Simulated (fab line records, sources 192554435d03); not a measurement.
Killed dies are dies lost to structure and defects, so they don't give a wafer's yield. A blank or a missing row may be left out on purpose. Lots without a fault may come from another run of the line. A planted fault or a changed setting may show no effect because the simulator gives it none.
Which tool did it? | flow n5_finfet | 8 lots, 24 wafers sampled, at 7 steps of a route of 1938

WHAT THE GAUGES READ, wafer by wafer
N5_SD_EPI_N_INSPECT_26: inspects for defects (darkfield).
lot  | measured    | on                | raw_defect_count
L834 | day 3 08:41 | defect_inspect-01 | 246 198 216
L836 | day 3 18:39 | defect_inspect-02 | 205 264 163
L841 | day 5 02:06 | defect_inspect-02 | 188 239 198
L846 | day 6 09:55 | defect_inspect-02 | 1139 277 1175
L847 | day 6 11:44 | defect_inspect-01 | 1086 181 142
L850 | day 7 09:50 | defect_inspect-02 | 148 143 213
L855 | day 8 19:36 | defect_inspect-02 | 220 194 210
L856 | day 8 19:23 | defect_inspect-02 | 171 199 200

N5_SD_EPI_P_OVL_MEAS_10.
lot  | measured    | on         | SD_P_BLK_OVL (nm)
L834 | day 3 08:59 | overlay-01 | 0.2 0.0 0.5
L836 | day 3 19:05 | overlay-01 | 0.8 0.7 1.0
L841 | day 5 02:32 | overlay-02 | -0.2 -0.7 -0.4
L846 | day 6 10:13 | overlay-02 | 0.1 0.0 -0.6
L847 | day 6 12:02 | overlay-02 | 0.9 1.4 1.3
L850 | day 7 10:08 | overlay-02 | 0.2 0.6 0.6
L855 | day 8 20:02 | overlay-02 | 0.1 0.0 0.7
L856 | day 8 19:49 | overlay-02 | 1.0 -0.3 -0.5

N5_SD_EPI_P_INSPECT_11: inspects for defects (macro).
lot  | measured    | on                | raw_defect_count
L834 | day 3 09:01 | defect_inspect-02 | 6 2 2
L836 | day 3 19:06 | defect_inspect-01 | 1 2 3
L841 | day 5 02:33 | defect_inspect-02 | 1 0 1
L846 | day 6 10:14 | defect_inspect-02 | >300 1 >300
L847 | day 6 12:04 | defect_inspect-02 | >300 0 5
L850 | day 7 10:10 | defect_inspect-01 | 3 1 3
L855 | day 8 20:04 | defect_inspect-01 | 4 3 0
L856 | day 8 19:50 | defect_inspect-01 | 3 1 2

N5_BEOL_M4_RC_MEAS_101.
lot  | measured     | on        | DIBL_N (mV/V)  | DIBL_P (mV/V)  | IOFF_N (nA/um)    | IOFF_P (nA/um) | ION_N (uA/um) | ION_P (uA/um) | SS_N (mV/dec)  | SS_P (mV/dec)  | VT_N (mV)   | VT_P (mV)
L834 | day 8 14:43  | prober-02 | 35.3 33.1 35.4 | 35.0 32.6 35.4 | 0.147 0.115 0.157 | 0.18 0.16 0.20 | 670 664 679   | 456 458 466   | 71.7 70.6 70.9 | 72.2 72.7 72.6 | 248 254 248 | -254 -252 -247
L836 | day 9 00:02  | prober-02 | 33.6 36.0 35.5 | 35.7 38.2 37.7 | 0.140 0.180 0.182 | 0.19 0.24 0.22 | 675 683 686   | 461 466 462   | 70.7 71.5 71.5 | 74.2 73.6 74.4 | 247 245 246 | -252 -249 -248
L841 | day 10 06:46 | prober-01 | 34.0 35.1 34.4 | 34.3 34.7 34.0 | 0.135 0.151 0.135 | 0.19 0.20 0.19 | 681 682 681   | 471 466 467   | 70.8 70.5 70.9 | 72.8 72.7 71.7 | 251 246 252 | -250 -248 -250
L846 | day 11 13:35 | prober-02 | 38.1 34.4 34.9 | 38.5 35.4 35.4 | 0.190 0.132 0.134 | 0.24 0.20 0.20 | 674 662 651   | 465 463 452   | 71.6 70.5 72.0 | 74.1 73.4 72.8 | 246 251 250 | -246 -251 -250
L847 | day 11 22:42 | prober-02 | 35.4 33.1 32.8 | 36.4 33.2 33.1 | 0.139 0.101 0.107 | 0.19 0.15 0.15 | 662 649 663   | 460 449 449   | 71.7 71.2 71.0 | 73.9 72.4 72.7 | 252 256 256 | -250 -253 -255
L850 | day 12 13:41 | prober-01 | 33.4 37.6 37.0 | 31.0 36.8 36.0 | 0.119 0.200 0.192 | 0.16 0.24 0.23 | 656 695 694   | 459 468 466   | 70.7 72.2 71.7 | 72.1 73.1 73.6 | 255 247 245 | -252 -248 -247
L855 | day 13 16:16 | prober-01 | 36.1 36.3 35.4 | 34.9 35.3 35.1 | 0.148 0.159 0.150 | 0.18 0.19 0.19 | 668 676 662   | 454 462 461   | 71.4 71.4 71.5 | 73.0 73.0 73.4 | 251 248 247 | -255 -253 -252
L856 | day 13 19:15 | prober-02 | 36.9 35.1 37.1 | 37.1 34.1 36.7 | 0.151 0.120 0.148 | 0.21 0.18 0.22 | 667 663 658   | 460 465 456   | 71.1 71.8 71.5 | 73.5 72.4 73.8 | 248 254 250 | -249 -250 -248

WHICH TOOL RAN EACH LOT (tool, then ch and the chambers of the sampled wafers, then the start)
lot  | N5_SD_EPI_N_ETCH_34               | N5_SD_EPI_N_ETCH_45               | N5_SD_EPI_P_DESCUM_14
L834 | rie_diel-03 ch 0,1, day 3 04:23   | rie_diel-03 ch 0,1, day 3 04:52   | rie_diel-02 ch 0,1, day 3 09:03
L836 | rie_diel-03 ch 1,3, day 3 14:44   | rie_diel-03 ch 1,3, day 3 15:13   | rie_diel-06 ch 0,1,3, day 3 19:08
L841 | rie_diel-04 ch 0,2, day 4 19:08   | rie_diel-04 ch 0,2, day 4 19:37   | rie_diel-01 ch 0,1,3, day 5 02:35
L846 | rie_diel-03 ch 1,3, day 6 05:02   | rie_diel-03 ch 1,3, day 6 05:31   | rie_diel-01 ch 1,2,3, day 6 10:16
L847 | rie_diel-03 ch 0,3, day 6 07:05   | rie_diel-03 ch 0,3, day 6 07:34   | rie_diel-02 ch 2,3, day 6 12:09
L850 | rie_diel-05 ch 0,1, day 7 05:55   | rie_diel-05 ch 0,1, day 7 06:24   | rie_diel-01 ch 1,3, day 7 10:11
L855 | rie_diel-04 ch 0,1,3, day 8 11:13 | rie_diel-04 ch 0,1,3, day 8 11:42 | rie_diel-02 ch 0,1,3, day 8 20:05
L856 | rie_diel-04 ch 0,1,2, day 8 13:22 | rie_diel-04 ch 0,1,2, day 8 13:51 | rie_diel-01 ch 0,2,3, day 8 19:52
- N5_SD_EPI_N_ETCH_34: etches SiARC in CF4, target depth 45.5 nm, time 75.8 s.
- N5_SD_EPI_N_ETCH_45: etches SiOCN in CH3F/O2, target depth 6 nm.
- N5_SD_EPI_P_DESCUM_14: chemistry O2, time 7.9 s.

WHAT THE TOOLS THEMSELVES READ (means of the sampled wafers that have a number; where no wafer has one, the mark that the record gives instead)
N5_SD_EPI_N_ETCH_34.
lot  | tool        | drypump_motor_current_A (A) | etch_rf_on_time_s (s) | oes_product_au (a.u.) | rf_vpp_V (V) | showerhead_plenum_p_Torr (Torr) | throttle_valve_pct (%)
L834 | rie_diel-03 | 6.0                         | 74.0                  | 0.67                  | 184.4        | 2.18                            | 15.82
L836 | rie_diel-03 | 5.8                         | 78.3                  | 0.63                  | 182.9        | 2.07                            | 15.75
L841 | rie_diel-04 | 6.0                         | 77.5                  | 0.63                  | 184.1        | 2.18                            | 15.48
L846 | rie_diel-03 | 5.8                         | 77.8                  | 0.62                  | 182.8        | 2.06                            | 15.80
L847 | rie_diel-03 | 5.4                         | 76.2                  | 0.69                  | 182.9        | 2.06                            | 15.61
L850 | rie_diel-05 | 5.6                         | 75.0                  | 0.70                  | 183.7        | 2.09                            | 15.65
L855 | rie_diel-04 | 6.2                         | 73.5                  | 0.77                  | 185.2        | 2.26                            | 15.43
L856 | rie_diel-04 | 6.1                         | 76.4                  | 0.67                  | 185.0        | 2.21                            | 15.46

N5_SD_EPI_N_ETCH_45.
lot  | tool        | drypump_motor_current_A (A) | oes_product_au (a.u.) | rf_vpp_V (V) | showerhead_plenum_p_Torr (Torr) | throttle_valve_pct (%)
L834 | rie_diel-03 | 6.0                         | 0.78                  | 127.1        | 2.02                            | 23.57
L836 | rie_diel-03 | 5.8                         | 0.74                  | 126.8        | 1.92                            | 23.51
L841 | rie_diel-04 | 6.0                         | 0.75                  | 126.8        | 2.03                            | 23.17
L846 | rie_diel-03 | 5.8                         | 0.72                  | 125.9        | 1.91                            | 23.54
L847 | rie_diel-03 | 5.4                         | 0.82                  | 127.2        | 1.91                            | 23.38
L850 | rie_diel-05 | 5.7                         | 0.82                  | 127.5        | 1.93                            | 23.33
L855 | rie_diel-04 | 6.2                         | 0.89                  | 128.2        | 2.11                            | 23.14
L856 | rie_diel-04 | 6.1                         | 0.79                  | 127.8        | 2.06                            | 23.10

N5_SD_EPI_P_DESCUM_14.
lot  | tool        | drypump_motor_current_A (A) | oes_product_au (a.u.) | rf_vpp_V (V) | showerhead_plenum_p_Torr (Torr) | temp_c (C) | throttle_valve_pct (%)
L834 | rie_diel-02 | 5.3                         | 0.89                  | 242.7        | 2.05                            | 39.97      | 20.44
L836 | rie_diel-06 | 5.4                         | 0.74                  | 243.3        | 2.12                            | 40.00      | 20.53
L841 | rie_diel-01 | 6.0                         | 0.75                  | 241.9        | 2.03                            | 40.12      | 20.30
L846 | rie_diel-01 | 5.8                         | 0.78                  | 242.7        | 2.05                            | 39.93      | 20.36
L847 | rie_diel-02 | 6.1                         | 0.78                  | 243.6        | 2.15                            | 40.06      | 20.48
L850 | rie_diel-01 | 6.0                         | 0.76                  | 242.0        | 2.01                            | 39.98      | 20.33
L855 | rie_diel-02 | 5.7                         | 0.80                  | 243.6        | 2.06                            | 40.09      | 20.52
L856 | rie_diel-01 | 6.1                         | 0.84                  | 241.7        | 2.06                            | 40.03      | 20.36

THE ANSWER, worked out from the rows above alone
Rule: what is usual is taken from the lots themselves. Put in order of their means at a reading, lots are off if they are a third of the lots or fewer, leave a main group of 4 or more, and stand apart from it by a gap of 3 or more times the standard deviation of the main group's means; of several such gaps the widest counts. A main group whose means are all the same, to the digits that the tables above print for the reading, isn't used. A lot without any number at a reading at which 4 lots or more have one is off too. The other lots that the step has rows for count as sound. The gauges are gone through in route order, then the tools' own readings, and for those a lot's mean is taken as printed above. The first step at which some lot is off is used, and at that step the reading that is off furthest; a lot without a number counts as furthest.
Off: L846, L847, at N5_SD_EPI_N_INSPECT_26 (raw_defect_count). The main group: mean 201, standard deviation 17.
A tool fits if, at a process step before that reading, it ran every lot that is off, and no sound lot after the first of them. The gauges at N5_SD_EPI_N_INSPECT_26 are tried like those tools. One fits: rie_diel-03 at N5_SD_EPI_N_ETCH_34 and N5_SD_EPI_N_ETCH_45. At N5_SD_EPI_N_ETCH_34 its last sound lot is L836 (day 3 14:44), its first lot that is off L846 (day 6 05:02): a fault that began between those two fits.

WHAT THE SIMULATOR HAD PUT IN
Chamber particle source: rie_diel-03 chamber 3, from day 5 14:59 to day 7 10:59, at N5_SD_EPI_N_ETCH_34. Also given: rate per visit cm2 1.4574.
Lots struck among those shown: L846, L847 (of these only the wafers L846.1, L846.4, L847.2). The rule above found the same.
